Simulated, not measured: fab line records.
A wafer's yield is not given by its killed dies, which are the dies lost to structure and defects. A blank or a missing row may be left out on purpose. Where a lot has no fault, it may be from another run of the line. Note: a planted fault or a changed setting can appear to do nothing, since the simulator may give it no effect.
A lot that was struck, set against a sound lot | flow n5Finfet | 16 out of 1938 route steps
Sound: the wafers L171.2, L171.5, L171.6. Struck: wafers L156.1, L156.5. (L156.6 of the same lot was not struck and is left out.) The cause comes at the end.
Order at every step that has rows: each side's tool, ch and its chambers, its first start. Under that, the readings that differ: sound wafers | struck wafers | difference of the means | sigmas: that difference in standard deviations of wafers without a fault.
alike: readings with means less than 2 such deviations apart, plus words and numbers identical on both sides. not compared: withheld readings, readings lacking a value on some wafer, bounds such as >300 that could conceal the same value, and numbers that have no deviation in the record and whose values overlap.
A row with sigmas, a row that says differs or no value, or rows on one side alone: a step with any of these is where the two part. Numbers that don't overlap but have no deviation are shown without sigmas and don't part them. Lack of a reading on every wafer of one side parts them only where that side has two or more wafers.

first, 8 steps without rows for these wafers: N5_BEOL_M1_COAT_68 (time 60 s, resist thk 12 nm); N5_BEOL_M1_COAT_76 (time 60 s, resist thk 5 nm); N5_BEOL_M1_COAT_22 (resist thk 30 nm); N5_BEOL_M1_EBR_24; N5_BEOL_M1_SOFTBAKE_23 (time 60 s); N5_BEOL_M1_EXPOSE_25 (exposes mask V0, defocus 5 nm, target cd 24 nm); N5_BEOL_M1_PEB_26 (peb time 60 s); N5_BEOL_M1_DEVELOP_27 (develop time 30 s).
N5_BEOL_M1_CD_MEAS_28: target cd y 23.3 nm.
  sound on cdSem-03 ch 0, day 11 05:07; struck on cdSem-02 ch 0, day 7 17:50
  alike: cdNm
N5_BEOL_M1_OVL_MEAS_29:
  sound on overlay-02 ch 0, day 11 05:09; struck on overlay-01 ch 0, day 7 17:52
  alike: V0_OVL
N5_BEOL_M1_INSPECT_30: inspects for defects (brightfield).
  struck on defectInspect-02, day 7 17:56; sound on defectInspect-02, day 11 05:13
  alike: rawDefectCount
N5_BEOL_M1_DESCUM_33: chemistry O2, time 7 s.
  sound on rieDiel-06 ch 0,2,3, day 11 05:14; struck on rieDiel-03 ch 2,3, day 7 17:59
  alike: drypumpMotorCurrentA, oesProductAu, rfVppV, showerheadPlenumPTorr, throttleValvePct
  not compared: rfHoursCounterH
N5_BEOL_M1_ETCH_77: etches underlayer in N2/H2, target depth 6.5 nm, time 5.2 s.
  sound on rieDiel-06 ch 0,2,3, day 11 05:17; struck on rieDiel-03 ch 2,3, day 7 18:01
reading             | sound          | struck    | difference | sigmas
etchRfOnTimeS (s)   | 5.23 5.22 5.16 | 6.62 7.04 | +1.63      | +12
oesProductAu (a.u.) | 0.60 0.81 0.79 | 0.53 0.56 | -0.19      | -2
  alike: drypumpMotorCurrentA, rfVppV, showerheadPlenumPTorr, throttleValvePct
  not compared: rfHoursCounterH
N5_BEOL_M1_ETCH_69: etches SiARC in CF4, target depth 15.6 nm, time 26 s.
  sound on rieDiel-06 ch 0,2,3, day 11 05:17; struck on rieDiel-03 ch 2,3, day 7 18:02
  alike: drypumpMotorCurrentA, etchRfOnTimeS, oesProductAu, rfVppV, showerheadPlenumPTorr, throttleValvePct
  not compared: rfHoursCounterH
-- a jump in the record: the struck wafers' starts before and after are 5 days apart (it breaks off in module BEOL_M1 and resumes in module BEOL_M4, where the first step shown is number 1111 of the route) --
N5_BEOL_M4_RC_MEAS_101:
  sound on prober-01 ch 0, day 17 01:50; struck on prober-02 ch 0, day 12 17:22
  alike: DIBL_N, DIBL_P, IOFF_N, IOFF_P, ION_N, ION_P, SS_N, SS_P, VT_N, VT_P
-- record jumps: 5 days separate the struck wafers' starts on either side; left off in module BEOL_M4, taken up again in module PASSIVATION, whose first shown step is the route's number 1936 --
N5_PASSIVATION_PROBE_49:
  struck on prober-01, day 17 19:23; sound on prober-02, day 21 03:01
  alike: defectLimitedYield, killed_at_M0_to_M3, killed_at_M4_up, killedAtContacts, killedAtFrontEnd, killedAtOther, killedDies, killedOpen, killedShort, sort_bin_5_function, sort_bin_6_memory, sortNPass, sortYieldPct

## WHERE THEY PART
N5_BEOL_M1_ETCH_77 only, going by this record. Later steps at which nothing parts them and some readings are alike: N5_BEOL_M1_ETCH_69, N5_BEOL_M4_RC_MEAS_101, N5_PASSIVATION_PROBE_49.

WHY: what had been put in by the simulator
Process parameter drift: rieDiel-03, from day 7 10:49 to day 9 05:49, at N5_BEOL_M1_ETCH_77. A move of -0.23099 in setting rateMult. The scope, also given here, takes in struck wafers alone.
